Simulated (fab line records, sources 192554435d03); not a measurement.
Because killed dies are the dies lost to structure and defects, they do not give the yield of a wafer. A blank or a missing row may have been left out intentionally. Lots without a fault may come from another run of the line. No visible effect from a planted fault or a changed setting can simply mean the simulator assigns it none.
fab line records	flow n5_finfet
[record] lots = 11	wafers = 32	last_day = 18
route steps=1938 shown BEOL_M9@1414 PASSIVATION@1936
lots that met no fault: taken from a fault-free run of the same line
start_h: start of the lot's first displayed wafer, in hours after the record's first day	wait_h: hours since the lot's step before	" repeats the value in the row above	L1.1+2: several wafers, shown together as one row	- no value, or no start given	* or withheld: withheld	< > ~ a bound
route shown NAME@n: NAME is a module with steps in the file, n the number in the route of the first one	usual: mean/standard deviation taken from wafers without a fault	same: alike in all rows	chamber/n: place in a boat	sites: readings site by site	_std_site: the standard deviation of these	_edge_site: outer sites' mean less inner sites'	radius_mm: how far each site lies from the wafer's centre	mask NAME#n: copy n	behind: the last tool/chamber to shape the wafer	hold: cause of the lot's hold/its duration in hours/its outcome	device: names the non-switching transistor (n, p or np)	end of line: tests of these same wafers at the route's end	step lacking rows: just its recipe	killed: count of dies lost to structure and defects at first sort (not the wafer's yield)	map: a wafer's dies, marking killed ones x, the rest . and places with no die _
set.NAME: the run value of the setting; set.NAME@STEP: its run value at that earlier step	model.NAME: the simulator's own value behind a step, which no gauge read
one table for each step of the route and one row for each wafer, over a sample of lots
services: the hour from which a tool's chamber was out of use, counted from the record's first day as start_h (under 0 if before that day), plus the number of hours and why
[[steps]]
[step N5_BEOL_M9_CD_MEAS_11]
[recipe] target_cd_nm = 64.1	landing_energy_ev = 500	detector = se_inlens	polarity = opening
[usual] cd_nm = 63.9/0.61
lot.wafer	tool	chamber	start_h	wait_h	cd_nm
L586.1	cd_sem-01	0	224.40	-	63.0
L586.5	"	0	"	"	65.0
L586.6	"	0	"	"	63.8
L588.4	cd_sem-02	0	241.76	-	64.2
L588.5	"	0	"	"	64.3
L588.6	"	0	"	"	64.3
L589.1	cd_sem-01	0	247.14	-	63.7
L589.3	"	0	"	"	64.5
L589.6	"	0	"	"	63.5
L591.1	cd_sem-01	0	251.19	-	63.5
L591.3	"	0	"	"	63.0
L591.4	"	0	"	"	64.6
L590.4	cd_sem-02	0	251.36	-	63.6
L590.5	"	0	"	"	64.3
L590.6	"	0	"	"	64.3
L592.3	cd_sem-02	0	255.40	-	64.1
L592.4	"	0	"	"	64.1
L592.5	"	0	"	"	64.5
L593.2	cd_sem-02	0	259.67	-	64.7
L593.3	"	0	"	"	64.3
L593.5	"	0	"	"	64.5
L594.2	cd_sem-02	0	283.08	-	62.4
L594.3	"	0	"	"	63.7
L594.6	"	0	"	"	64.4
L602.1	cd_sem-01	0	330.31	-	63.7
L602.2	"	0	"	"	64.0
L602.6	"	0	"	"	64.5
L605.5	cd_sem-02	0	346.08	-	64.1
L605.6	"	0	"	"	64.3
L608.1	cd_sem-03	0	354.55	-	62.7
L608.3	"	0	"	"	62.5
L608.5	"	0	"	"	64.2
[step N5_BEOL_M9_ETCH_61]
[recipe] chemistry = CF4	target = SiARC	target_depth_a = 390	mask_material = CAR-ArF	time_s = 65	ion_energy_ev = 80	pressure_mtorr = 40	source_w = 545	bias_w = 36	Ar_flow_sccm = 100	cf4_flow_sccm = 100	ends = cleared
[usual] drypump_motor_current_A = 5.4/0.46	etch_rf_on_time_s = 64.9/2.2	oes_product_au = 0.69/0.068	rf_fwd_power_W = 538/3.2	rf_vpp_V = 184.1/1.2	showerhead_plenum_p_Torr = 2.14/0.073	throttle_valve_pct = 15.64/0.24
lot.wafer	tool	chamber	start_h	wait_h	drypump_motor_current_A	etch_rf_on_time_s	oes_product_au	rf_fwd_power_W	rf_hours_counter_h	rf_vpp_V	showerhead_plenum_p_Torr	throttle_valve_pct
L586.1	rie_diel-04	2	224.52	0.0	4.8	67.1	0.59	535	220	183.5	2.00	15.48
L586.5	"	2	"	"	4.7	67.4	0.60	536	-	182.5	2.00	15.49
L586.6	"	3	"	"	6.4	64.2	0.64	531	-	183.2	2.13	15.75
L588.4	rie_diel-03	1	241.88	0.0	5.6	63.3	0.62	540	215	184.1	2.12	15.92
L588.5	"	0	"	"	5.0	63.5	0.77	538	-	184.7	2.27	15.37
L588.6	"	1	"	"	5.6	62.5	0.62	541	-	184.9	2.12	15.93
L589.1	rie_diel-01	0	248.19	0.0	5.3	64.9	0.78	539	17	185.4	2.26	15.47
L589.3	"	1	"	"	5.1	68.9	0.61	538	184	182.3	2.05	15.99
L589.6	"	2	"	"	5.4	67.6	0.74	546	-	183.4	2.08	15.32
L591.1	rie_diel-01	0	251.97	0.0	5.3	64.7	0.78	540	19	184.8	2.26	15.46
L591.3	"	1	"	"	5.1	70.0	0.60	535	186	183.7	2.05	15.99
L591.4	"	0	"	"	5.3	65.0	0.77	541	-	186.6	2.26	15.47
L590.4	rie_diel-01	0	252.24	0.0	5.3	64.7	0.78	542	-	185.3	2.26	15.44
L590.5	"	1	"	"	5.1	69.6	0.60	536	-	182.7	2.05	15.97
L590.6	"	2	"	"	5.4	67.5	0.74	542	-	183.9	2.08	15.33
L592.3	rie_diel-01	1	256.14	0.0	5.1	69.4	0.60	538	189	183.2	2.05	15.98
L592.4	"	0	"	"	5.3	64.3	0.77	539	21	186.2	2.25	15.45
L592.5	"	3	"	"	5.6	60.9	0.80	543	-	185.2	2.20	15.30
L593.2	rie_diel-01	1	260.65	0.0	5.1	70.0	0.60	537	191	183.2	2.05	15.99
L593.3	"	0	"	"	5.3	64.2	0.78	539	24	185.2	2.25	15.46
L593.5	"	3	"	"	5.6	60.9	0.79	540	-	184.2	2.20	15.29
L594.2	rie_diel-04	3	284.20	0.0	6.4	63.7	0.62	535	180	185.0	2.12	15.79
L594.3	"	1	"	"	5.6	64.9	0.64	540	175	184.7	2.13	15.72
L594.6	"	3	"	"	6.4	63.1	0.63	534	-	182.9	2.12	15.79
L602.1	rie_diel-04	0	330.71	0.0	5.3	63.9	0.73	540	64	183.7	2.16	15.63
L602.2	"	3	"	"	6.4	62.2	0.62	531	194	183.7	2.11	15.83
L602.6	"	1	"	"	5.6	65.5	0.63	537	-	183.6	2.13	15.76
L605.5	rie_diel-03	2	346.22	0.0	5.1	64.6	0.67	535	-	184.9	2.16	15.79
L605.6	"	1	"	"	5.6	64.3	0.59	537	-	181.4	2.11	15.95
L608.1	rie_diel-03	1	354.67	0.0	5.6	64.2	0.59	537	236	182.6	2.11	15.96
L608.3	"	2	"	"	5.1	63.6	0.68	535	142	183.5	2.16	15.79
L608.5	"	3	"	"	6.2	64.9	0.68	537	-	184.7	2.09	15.72
[step N5_BEOL_M9_CD_MEAS_18]
[recipe] pitch_nm = 140	target_cd_nm = 70
[usual] cd_nm = 69.8/0.69
lot.wafer	tool	chamber	start_h	wait_h	cd_nm
L586.1	cd_sem-01	-	224.99	0.0	69.1
L586.5	"	-	"	"	70.7
L586.6	"	-	"	"	69.5
L588.4	cd_sem-01	-	242.30	0.0	69.9
L588.5	"	-	"	"	69.3
L588.6	"	-	"	"	70.4
L589.1	cd_sem-01	-	248.81	0.0	70.1
L589.3	"	-	"	"	70.3
L589.6	"	-	"	"	69.5
L591.1	cd_sem-02	-	252.54	0.0	69.0
L591.3	"	-	"	"	68.8
L591.4	"	-	"	"	70.2
L590.4	cd_sem-01	-	252.80	0.1	68.8
L590.5	"	-	"	"	70.6
L590.6	"	-	"	"	69.5
L592.3	cd_sem-01	-	256.62	0.1	69.8
L592.4	"	-	"	"	70.2
L592.5	"	-	"	"	71.0
L593.2	cd_sem-02	-	261.32	0.1	70.5
L593.3	"	-	"	"	70.1
L593.5	"	-	"	"	70.6
L594.2	cd_sem-01	-	284.62	0.1	67.9
L594.3	"	-	"	"	69.0
L594.6	"	-	"	"	69.8
L602.1	cd_sem-01	-	331.25	0.0	69.5
L602.2	"	-	"	"	70.1
L602.6	"	-	"	"	69.7
L605.5	cd_sem-01	-	346.62	0.0	71.1
L605.6	"	-	"	"	70.7
L608.1	cd_sem-03	-	355.09	0.0	68.9
L608.3	"	-	"	"	68.6
L608.5	"	-	"	"	70.9
[step N5_BEOL_M9_VIA_ETCH_34]
[recipe] chemistry = C4F6/O2	target = SiCOH_lowk	target_depth_a = 1824	mask_material = SOC	taper_deg = 4	time_s = 68.4	ion_energy_ev = 250	pressure_mtorr = 30	source_w = 345	bias_w = 185	Ar_flow_sccm = 300	C4F6_flow_sccm = 10	O2_flow_sccm = 10
[usual] drypump_motor_current_A = 5.5/0.43	oes_product_au = 0.80/0.079	rf_fwd_power_W = 341.8/1.4	rf_vpp_V = 672/18	showerhead_plenum_p_Torr = 2.84/0.092	throttle_valve_pct = 20.93/0.3
lot.wafer	tool	chamber	start_h	wait_h	drypump_motor_current_A	oes_product_au	rf_fwd_power_W	rf_hours_counter_h	rf_vpp_V	showerhead_plenum_p_Torr	throttle_valve_pct
L586.1	rie_diel-01	1	227.52	0.0	5.1	0.72	341.9	173	672	2.75	21.47
L586.5	"	3	"	"	5.6	0.91	344.6	-	649	2.93	20.61
L586.6	"	1	"	"	5.1	0.72	340.5	-	673	2.75	21.46
L588.4	rie_diel-03	2	244.10	0.0	5.1	0.80	339.8	121	656	2.88	21.03
L588.5	"	1	"	"	5.6	0.71	343.5	-	674	2.80	21.04
L588.6	"	2	"	"	5.1	0.79	339.5	-	655	2.88	21.02
L589.1	rie_diel-01	1	251.34	0.0	5.1	0.71	343.0	186	672	2.75	21.49
L589.3	"	2	"	"	5.5	0.87	342.0	50	700	2.75	20.61
L589.6	"	2	"	"	5.5	0.88	342.6	-	702	2.75	20.59
L591.1	rie_diel-01	1	254.21	0.0	5.1	0.71	339.0	187	672	2.75	21.47
L591.3	"	2	"	"	5.5	0.87	344.3	51	702	2.75	20.59
L591.4	"	1	"	"	5.1	0.71	341.7	-	674	2.75	21.49
L590.4	rie_diel-04	2	255.07	0.0	4.8	0.68	342.5	233	644	2.66	20.68
L590.5	"	1	"	"	5.7	0.76	341.5	-	678	2.83	20.92
L590.6	"	2	"	"	4.8	0.68	342.6	-	645	2.66	20.68
L592.3	rie_diel-01	3	257.88	0.0	5.6	0.91	341.3	28	649	2.93	20.63
L592.4	"	1	"	"	5.1	0.70	340.1	189	672	2.75	21.50
L592.5	"	1	"	"	5.1	0.71	340.3	-	672	2.75	21.47
L593.2	rie_diel-04	1	263.69	0.0	5.6	0.76	341.8	166	679	2.83	20.90
L593.3	"	0	"	"	5.3	0.88	342.1	42	679	2.90	21.04
L593.5	"	3	"	"	6.4	0.72	340.6	-	658	2.84	21.19
L594.2	rie_diel-04	1	286.17	0.0	5.7	0.75	342.6	176	678	2.82	20.93
L594.3	"	2	"	"	4.7	0.67	342.8	247	643	2.65	20.71
L594.6	"	1	"	"	5.6	0.75	341.7	-	679	2.82	20.92
L602.1	rie_diel-01	1	332.52	0.0	5.1	0.87	339.4	217	671	2.73	21.59
L602.2	"	0	"	"	5.4	1.12	341.7	48	691	2.96	20.77
L602.6	"	2	"	"	5.5	1.06	342.8	-	701	2.74	20.69
L605.5	rie_diel-03	3	347.33	0.0	6.2	0.79	342.2	-	666	2.80	21.19
L605.6	"	0	"	"	5.0	0.88	344.6	-	653	2.99	20.73
L608.1	rie_diel-03	1	358.60	0.0	5.6	0.70	343.0	237	674	2.79	21.07
L608.3	"	3	"	"	6.2	0.79	342.5	88	666	2.80	21.21
L608.5	"	2	"	"	5.1	0.78	341.2	-	653	2.87	21.06
[step N5_PASSIVATION_PROBE_49]
[usual] defect_limited_yield = 91.3/1.4	killed_at_M0_to_M3 = 36/10	killed_at_M4_up = 13/5.4	killed_at_contacts = 12/5.3	killed_at_front_end = 39/10	killed_at_other = 3.2/2.7	killed_dies = 103/16	killed_open = 68/13	killed_short = 33/6.6	sort_bin_5_function = 5.1/0.92	sort_bin_6_memory = 3.3/0.68	sort_bin_8_speed = 0.1/0.41	sort_n_pass = 1077/17	sort_yield_pct = 91.2/1.4
[same] gross_dies = 1180	killed_at_back_side = 0	sort_bin_4_leakage[%] = 0
lot.wafer	tool	chamber	start_h	wait_h	defect_limited_yield[%]	killed_at_M0_to_M3	killed_at_M4_up	killed_at_contacts	killed_at_front_end	killed_at_other	killed_dies	killed_open	killed_short	sort_bin_5_function[%]	sort_bin_6_memory[%]	sort_bin_8_speed[%]	sort_n_pass	sort_yield_pct[%]
L586.1	prober-01	-	290.89	0.0	91.8	37	6	23	31	0	97	63	33	4.7	3.2	0	1083	91.8
L586.5	prober-01	-	291.09	0.2	91.0	45	8	11	39	3	106	69	34	4.9	3.5	0	1074	91.0
L586.6	prober-01	-	291.14	0.3	91.4	51	8	11	31	1	102	67	34	5.9	2.4	0.2	1076	91.2
L588.4	prober-01	-	307.59	0.3	91.7	26	14	24	32	2	98	69	28	5.3	2.9	0	1082	91.7
L588.5	prober-01	-	307.64	0.4	91.4	37	22	9	33	0	101	63	35	4.9	3.5	0	1079	91.4
L588.6	prober-01	-	307.69	0.4	91.0	34	15	11	44	2	106	67	37	5.3	3.6	0	1074	91.0
L591.1	prober-01	-	311.93	0.0	89.9	31	14	14	58	2	119	83	36	5.9	3.6	0	1061	89.9
L591.3	prober-01	-	312.03	0.1	90.6	27	15	14	54	1	111	74	35	6.0	3.2	0	1069	90.6
L591.4	prober-01	-	312.08	0.2	88.9	51	14	10	54	2	131	90	38	6.9	3.8	0	1049	88.9
L590.4	prober-01	-	323.60	0.2	90.3	36	23	13	41	1	114	80	32	6.2	3.2	0.2	1064	90.2
L590.5	prober-01	-	323.65	0.2	89.2	62	7	15	42	1	127	90	35	6.9	3.8	0.1	1052	89.2
L590.6	prober-01	-	323.70	0.3	91.9	46	12	15	21	2	96	63	32	4.7	3.2	0.8	1074	91.0
L589.1	prober-01	-	324.67	0.0	92.1	32	13	19	29	0	93	58	35	4.8	2.7	0.4	1082	91.7
L589.3	prober-01	-	324.77	0.1	90.8	25	17	13	50	3	108	79	29	5.2	3.8	0	1072	90.8
L589.6	prober-01	-	324.92	0.3	91.9	36	12	11	34	3	96	70	25	5.2	2.9	0	1084	91.9
L592.3	prober-01	-	325.48	0.1	90.2	53	16	9	37	1	116	66	47	6.1	3.4	0.1	1064	90.2
L592.4	prober-01	-	325.53	0.2	92.0	47	6	6	30	5	94	56	37	4.6	3.1	0	1086	92.0
L592.5	prober-01	-	325.58	0.2	90.4	51	18	13	23	8	113	77	34	5.8	3.7	0	1067	90.4
L593.2	prober-01	-	333.57	0.1	92.5	26	15	12	36	0	89	55	34	4.8	2.5	0	1091	92.5
L593.3	prober-01	-	333.62	0.1	91.6	27	8	24	38	2	99	65	34	4.9	3.2	0.3	1078	91.4
L593.5	prober-01	-	333.72	0.2	90.7	35	11	20	42	2	110	74	36	5.5	3.4	0	1070	90.7
L594.2	prober-01	-	349.54	0.8	88.6	43	12	20	58	2	135	95	39	7.3	3.9	0	1045	88.6
L594.3	prober-01	-	349.59	0.9	90.8	31	11	5	56	6	109	64	42	5.4	3.6	0	1071	90.8
L594.6	prober-01	-	349.74	1.0	91.3	30	7	6	60	0	103	70	31	5.2	3.1	4.6	1023	86.7
L602.1	prober-02	-	395.68	0.4	91.4	27	18	14	40	2	101	64	35	4.8	3.3	0	1079	91.4
L602.2	prober-02	-	395.73	0.4	93.4	27	9	7	35	0	78	53	21	4.0	2.4	0	1102	93.4
L602.6	prober-02	-	395.93	0.6	94.2	19	11	8	30	0	68	49	17	3.0	2.7	0	1112	94.2
L605.5	prober-02	-	412.34	0.2	90.8	30	10	16	48	4	108	70	38	5.0	3.6	0	1072	90.8
L605.6	prober-02	-	412.39	0.3	90.0	34	19	12	48	5	118	83	35	5.5	4.2	0	1062	90.0
L608.1	prober-01	-	432.40	0.0	90.7	44	10	16	36	4	110	76	33	5.1	4.0	0	1070	90.7
L608.3	prober-01	-	432.50	0.1	90.3	27	11	18	52	6	114	73	41	6.0	3.4	0	1066	90.3
L608.5	prober-01	-	432.60	0.2	88.6	35	15	11	68	5	134	97	37	7.3	3.7	0	1046	88.6
// killed by level:class
L586.1 MOL_CONTACT_COAG:geometric_particle:open=19 BEOL_M0_SAQP:geometric_particle:open=9 GATE_CUT:geometric_particle:short=8 BEOL_M3:geometric_particle:open=7 BEOL_M0_SAQP:geometric_particle:short=6 FIN_SAQP:geometric_particle:open=5 FIN_SAQP:geometric_particle:short=5 BEOL_M2:geometric_particle:open=5
L586.5 FIN_SAQP:geometric_particle:open=13 MOL_CONTACT_COAG:geometric_particle:open=10 BEOL_M3:geometric_particle:open=9 BEOL_M0_SAQP:geometric_particle:open=8 BEOL_M0:geometric_particle:short=8 BEOL_M0_SAQP:geometric_particle:short=6 FIN_SAQP:geometric_particle:short=5 STI_FIN_REVEAL:geometric_particle:open=4
L586.6 MOL_CONTACT_COAG:geometric_particle:open=10 BEOL_M2:geometric_particle:open=10 BEOL_M0_SAQP:geometric_particle:short=8 STI_FIN_REVEAL:geometric_particle:open=7 BEOL_M0_SAQP:geometric_particle:open=7 BEOL_M3:geometric_particle:open=7 GATE_CUT:geometric_particle:short=6 BEOL_M0:geometric_particle:short=5
L588.4 MOL_CONTACT_COAG:geometric_particle:open=23 BEOL_M0_SAQP:geometric_particle:short=9 BEOL_M0_SAQP:geometric_particle:open=9 BEOL_M4:geometric_particle:open=6 FIN_SAQP:geometric_particle:short=5 STI_FIN_REVEAL:geometric_particle:open=5 GATE_CUT:geometric_particle:open=4 BEOL_M1:geometric_particle:open=4
L588.5 BEOL_M0_SAQP:geometric_particle:short=15 BEOL_M0_SAQP:geometric_particle:open=11 FIN_SAQP:geometric_particle:open=9 BEOL_M4:geometric_particle:open=9 MOL_CONTACT_COAG:geometric_particle:open=8 STI_FIN_REVEAL:geometric_particle:open=5 BEOL_M3:geometric_particle:open=5 STI_FIN_REVEAL:geometric_particle:short=4
L588.6 FIN_SAQP:geometric_particle:open=12 BEOL_M0_SAQP:geometric_particle:open=12 STI_FIN_REVEAL:geometric_particle:open=10 MOL_CONTACT_COAG:geometric_particle:open=8 BEOL_M0_SAQP:geometric_particle:short=6 STARTING-WAFER:geometric_particle:short=6 FIN_SAQP:geometric_particle:short=5 BEOL_M3:geometric_particle:open=5
L591.1 FIN_SAQP:geometric_particle:open=18 BEOL_M3:geometric_particle:open=12 STI_FIN_REVEAL:geometric_particle:open=11 MOL_CONTACT_COAG:geometric_particle:open=11 FIN_SAQP:geometric_particle:short=8 BEOL_M4:geometric_particle:open=7 GATE_CUT:geometric_particle:short=4 BEOL_M3:geometric_particle:short=4
L591.3 STI_FIN_REVEAL:geometric_particle:open=18 MOL_CONTACT_COAG:geometric_particle:open=13 FIN_SAQP:geometric_particle:short=12 BEOL_M3:geometric_particle:open=9 FIN_SAQP:geometric_particle:open=8 BEOL_M4:geometric_particle:open=7 BEOL_M0_SAQP:geometric_particle:short=4 BEOL_M2:geometric_particle:open=4
L591.4 STI_FIN_REVEAL:geometric_particle:open=22 BEOL_M0_SAQP:geometric_particle:short=14 BEOL_M3:geometric_particle:open=13 BEOL_M0_SAQP:geometric_particle:open=10 FIN_SAQP:geometric_particle:open=7 BEOL_M4:geometric_particle:open=6 MOL_CONTACT_COAG:geometric_particle:open=6 BEOL_M1:geometric_particle:open=6
L590.4 STI_FIN_REVEAL:geometric_particle:open=13 BEOL_M4:geometric_particle:open=13 MOL_CONTACT_COAG:geometric_particle:open=11 BEOL_M0_SAQP:geometric_particle:short=9 BEOL_M2:geometric_particle:open=8 STI_FIN_REVEAL:geometric_particle:short=6 GATE_CUT:geometric_particle:open=5 BEOL_M1:geometric_particle:open=5
L590.5 BEOL_M0_SAQP:geometric_particle:short=12 BEOL_M0:geometric_particle:open=11 MOL_CONTACT_COAG:geometric_particle:open=11 BEOL_M0_SAQP:geometric_particle:open=11 BEOL_M3:geometric_particle:open=9 BEOL_M1:geometric_particle:open=8 FIN_SAQP:geometric_particle:open=7 GATE_CUT:geometric_particle:open=6
L590.6 MOL_CONTACT_COAG:geometric_particle:open=12 BEOL_M0_SAQP:geometric_particle:open=11 BEOL_M0_SAQP:geometric_particle:short=11 BEOL_M3:geometric_particle:open=9 FIN_SAQP:geometric_particle:short=6 STI_FIN_REVEAL:geometric_particle:open=6 BEOL_M2:geometric_particle:open=4 BEOL_M5:geometric_particle:open=4
L589.1 MOL_CONTACT_COAG:geometric_particle:open=14 STI_FIN_REVEAL:geometric_particle:open=9 BEOL_M0_SAQP:geometric_particle:open=7 BEOL_M0_SAQP:geometric_particle:short=7 BEOL_M3:geometric_particle:short=6 MOL_CONTACT_COAG:geometric_particle:short=5 BEOL_M4:geometric_particle:open=5 FIN_SAQP:geometric_particle:short=3
L589.3 FIN_SAQP:geometric_particle:open=17 MOL_CONTACT_COAG:geometric_particle:open=11 FIN_SAQP:geometric_particle:short=10 STI_FIN_REVEAL:geometric_particle:open=7 BEOL_M4:geometric_particle:open=7 BEOL_M2:geometric_particle:open=6 BEOL_M3:geometric_particle:open=6 GATE_CUT:geometric_particle:short=5
L589.6 FIN_SAQP:geometric_particle:open=13 BEOL_M3:geometric_particle:open=11 BEOL_M1:geometric_particle:open=10 MOL_CONTACT_COAG:geometric_particle:open=9 BEOL_M4:geometric_particle:open=5 STI_FIN_REVEAL:geometric_particle:open=5 BEOL_M0_SAQP:geometric_particle:short=5 FIN_SAQP:geometric_particle:short=4
L592.3 BEOL_M0_SAQP:geometric_particle:open=12 BEOL_M0_SAQP:geometric_particle:short=11 BEOL_M4:geometric_particle:open=8 ILD0:geometric_particle:short=7 MOL_CONTACT_COAG:geometric_particle:open=7 BEOL_M1:geometric_particle:open=7 FIN_SAQP:geometric_particle:open=6 GATE_CUT:geometric_particle:short=5
L592.4 BEOL_M1:geometric_particle:open=13 BEOL_M0_SAQP:geometric_particle:short=10 FIN_SAQP:geometric_particle:short=8 BEOL_M0_SAQP:geometric_particle:open=8 FIN_SAQP:geometric_particle:open=7 BEOL_M3:geometric_particle:open=7 GATE_CUT:geometric_particle:short=5 MOL_CONTACT_COAG:geometric_particle:open=5
L592.5 MOL_CONTACT_COAG:geometric_particle:open=10 BEOL_M0_SAQP:geometric_particle:open=9 BEOL_M3:geometric_particle:open=9 BEOL_M0_SAQP:geometric_particle:short=8 BEOL_M1:geometric_particle:open=8 FIN_SAQP:geometric_particle:open=6 BEOL_M4:geometric_particle:open=6 BEOL_M0:geometric_particle:short=5
L593.2 BEOL_M4:geometric_particle:open=12 BEOL_M0_SAQP:geometric_particle:short=12 DUMMY_GATE:geometric_particle:open=8 MOL_CONTACT_COAG:geometric_particle:open=8 BEOL_M0_SAQP:geometric_particle:open=6 FIN_SAQP:geometric_particle:short=5 FIN_SAQP:geometric_particle:open=5 ILD0:geometric_particle:short=5
L593.3 MOL_CONTACT_COAG:geometric_particle:open=19 STI_FIN_REVEAL:geometric_particle:open=9 BEOL_M0_SAQP:geometric_particle:short=6 BEOL_M0_SAQP:geometric_particle:open=6 FIN_SAQP:geometric_particle:short=5 MOL_CONTACT_COAG:geometric_particle:short=5 BEOL_M3:geometric_particle:open=5 DUMMY_GATE:geometric_particle:short=4
L593.5 MOL_CONTACT_COAG:geometric_particle:open=13 FIN_SAQP:geometric_particle:open=10 BEOL_M0_SAQP:geometric_particle:short=10 BEOL_M4:geometric_particle:open=8 BEOL_M2:geometric_particle:open=8 MOL_CONTACT_COAG:geometric_particle:short=7 BEOL_M0_SAQP:geometric_particle:open=7 BEOL_M3:geometric_particle:open=7
L594.2 FIN_SAQP:geometric_particle:open=17 MOL_CONTACT_COAG:geometric_particle:open=16 BEOL_M2:geometric_particle:open=13 STI_FIN_REVEAL:geometric_particle:open=9 BEOL_M3:geometric_particle:open=9 FIN_SAQP:geometric_particle:short=6 BEOL_M4:geometric_particle:open=6 DUMMY_GATE:geometric_particle:open=4
L594.3 FIN_SAQP:geometric_particle:open=10 GATE_CUT:geometric_particle:short=8 ILD0:geometric_particle:open=8 BEOL_M2:geometric_particle:open=7 FIN_SAQP:geometric_particle:short=6 BEOL_M1:geometric_particle:open=6 STI_FIN_REVEAL:geometric_particle:open=5 BEOL_M0_SAQP:geometric_particle:short=5
L594.6 FIN_SAQP:geometric_particle:open=25 FIN_SAQP:geometric_particle:short=10 MOL_CONTACT_COAG:geometric_particle:open=6 BEOL_M3:geometric_particle:open=6 BEOL_M0_SAQP:geometric_particle:short=5 BEOL_M1:geometric_particle:open=5 BEOL_M2:geometric_particle:open=5 BEOL_M0_SAQP:geometric_particle:open=4
L602.1 FIN_SAQP:geometric_particle:short=14 MOL_CONTACT_COAG:geometric_particle:open=12 BEOL_M4:geometric_particle:open=11 BEOL_M3:geometric_particle:open=9 BEOL_M1:geometric_particle:open=7 FIN_SAQP:geometric_particle:open=6 BEOL_M3:geometric_particle:short=4 ILD0:geometric_particle:short=3
L602.2 BEOL_M3:geometric_particle:open=10 MOL_CONTACT_COAG:geometric_particle:open=7 BEOL_M1:geometric_particle:open=7 ILD0:geometric_particle:short=6 FIN_SAQP:geometric_particle:open=5 STI_FIN_REVEAL:geometric_particle:short=4 DUMMY_GATE:geometric_particle:open=4 ILD0:geometric_particle:open=4
L602.6 BEOL_M1:geometric_particle:open=10 MOL_CONTACT_COAG:geometric_particle:open=8 FIN_SAQP:geometric_particle:short=6 FIN_SAQP:geometric_particle:open=4 DUMMY_GATE:geometric_particle:open=4 BEOL_M4:geometric_particle:open=4 BEOL_M3:geometric_particle:open=3 BEOL_M8:geometric_particle:open=3
L605.5 STI_FIN_REVEAL:geometric_particle:open=14 MOL_CONTACT_COAG:geometric_particle:open=14 BEOL_M1:geometric_particle:open=8 FIN_SAQP:geometric_particle:short=7 FIN_SAQP:geometric_particle:open=6 BEOL_M0_SAQP:geometric_particle:short=6 BEOL_M0_SAQP:geometric_particle:open=5 ILD0:geometric_particle:short=4
L605.6 STI_FIN_REVEAL:geometric_particle:open=14 FIN_SAQP:geometric_particle:short=12 MOL_CONTACT_COAG:geometric_particle:open=12 FIN_SAQP:geometric_particle:open=11 BEOL_M4:geometric_particle:open=11 BEOL_M0_SAQP:geometric_particle:open=7 BEOL_M1:geometric_particle:open=7 BEOL_M0_SAQP:geometric_particle:short=5
L608.1 STI_FIN_REVEAL:geometric_particle:open=15 MOL_CONTACT_COAG:geometric_particle:open=12 BEOL_M2:geometric_particle:open=11 BEOL_M0_SAQP:geometric_particle:open=8 BEOL_M1:geometric_particle:open=7 BEOL_M0_SAQP:geometric_particle:short=5 MOL_CONTACT_COAG:geometric_particle:short=4 BEOL_M3:geometric_particle:open=4
L608.3 STI_FIN_REVEAL:geometric_particle:open=16 MOL_CONTACT_COAG:geometric_particle:open=13 FIN_SAQP:geometric_particle:open=6 BEOL_M1:geometric_particle:open=6 BEOL_M2:geometric_particle:open=6 BEOL_M3:geometric_particle:open=6 FIN_SAQP:geometric_particle:short=5 GATE_CUT:geometric_particle:short=5
L608.5 STI_FIN_REVEAL:geometric_particle:open=29 BEOL_M3:geometric_particle:open=12 BEOL_M1:geometric_particle:open=9 STI_FIN_REVEAL:geometric_particle:short=8 MOL_CONTACT_COAG:geometric_particle:open=8 FIN_SAQP:geometric_particle:open=6 BEOL_M2:geometric_particle:open=5 BEOL_M4:geometric_particle:open=4
[[services]]
tool	chamber	start_h	hours	kind
rie_diel-01	0	223.37	15.1	repair
rie_diel-01	3	232.64	22.4	repair
rie_diel-03	-	244.35	28.1	pm
rie_diel-03	-	274.37	14.6	pm
rie_diel-04	2	292.60	-	clean
rie_diel-04	2	292.60	-	consumable_replace:focus_ring
rie_diel-04	2	292.60	-	consumable_replace:showerhead
rie_diel-04	2	292.60	22.2	scheduled_down
rie_diel-04	2	292.60	22.2	vent_cycle
rie_diel-03	-	302.43	0.1	repair
rie_diel-04	-	305.71	4.3	pm
rie_diel-01	-	311.69	0.4	repair
[[key]]
[first_sign] step = N5_BEOL_M9_VIA_ETCH_34	reading = oes_product_au	direction = up	sigmas = 2.7	usual = 0.80	struck = 1.02
effect none on later readings
met_at N5_BEOL_M9_VIA_ETCH_34
struck_lots L602
not_acting_at N5_BEOL_M9_CD_MEAS_11,N5_BEOL_M9_ETCH_61,N5_BEOL_M9_CD_MEAS_18
onset_between 257.88 332.52
[fault] kind = process_parameter_drift	tool = rie_diel-01	chamber = -	onset_h = 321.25	steps = N5_BEOL_M9_VIA_ETCH_34	channel = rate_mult	offset = 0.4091	shape = step	end_h = 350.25
